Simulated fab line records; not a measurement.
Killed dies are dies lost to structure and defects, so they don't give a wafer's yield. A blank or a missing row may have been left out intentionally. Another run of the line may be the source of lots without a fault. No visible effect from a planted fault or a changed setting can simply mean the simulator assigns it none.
Matching of chambers -- flow nand_harc -- NHARC_P_M2_PRE_CLEAN_32 on pecvd-03: 3 sister chambers
The step time 12 s. 6 wafers are shown with their chamber, then 12 later ones without.

== WAFERS WITH THEIR CHAMBER ==
wafer,chamber,heater_power_w (W)
L081.6,0,647
L084.3,0,659
L084.5,1,696
L085.1,2,706
L085.5,2,731
L085.6,1,679

== WAFERS WITH NO CHAMBER GIVEN ==
wafer,heater_power_w (W)
L087.1,626
L087.4,607
L087.6,721
L091.1,713
L091.4,606
L091.6,704
L093.1,657
L093.5,597
L093.6,651
L092.4,626
L092.5,711
L092.6,677

== THE CHAMBER EACH PASSED THROUGH ==
wafer,from the rows above,in truth
L087.1,0,0
L087.4,0,0
L087.6,2,2
L091.1,can't be placed: 2 or 1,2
L091.4,0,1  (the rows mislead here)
L091.6,can't be placed: 2 or 1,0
L093.1,can't be placed: 0 or 1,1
L093.5,0,0
L093.6,0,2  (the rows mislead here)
L092.4,0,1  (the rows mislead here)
L092.5,can't be placed: 2 or 1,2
L092.6,can't be placed: 1 or 0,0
4 of 12 placed correctly. Can't be placed from these rows: 5 (the true chamber is among the candidates in 4). Wrongly placed: 3.
How it was worked out, from the rows above alone: a wafer's distance from a chamber is the root of the sum, over the readings, of the square of ((its reading less the chamber's mean) divided by the reading's scatter). If the next closest chamber is less than 2 further off than the closest, the wafer can't be placed; otherwise it belongs to the closest. For every chamber, the mean is computed from those of its wafers that are shown. How the scatter is found: for the shown wafers, subtract from each reading the mean of its chamber, square and add these, divide the total by (wafers less chambers), then take the root.
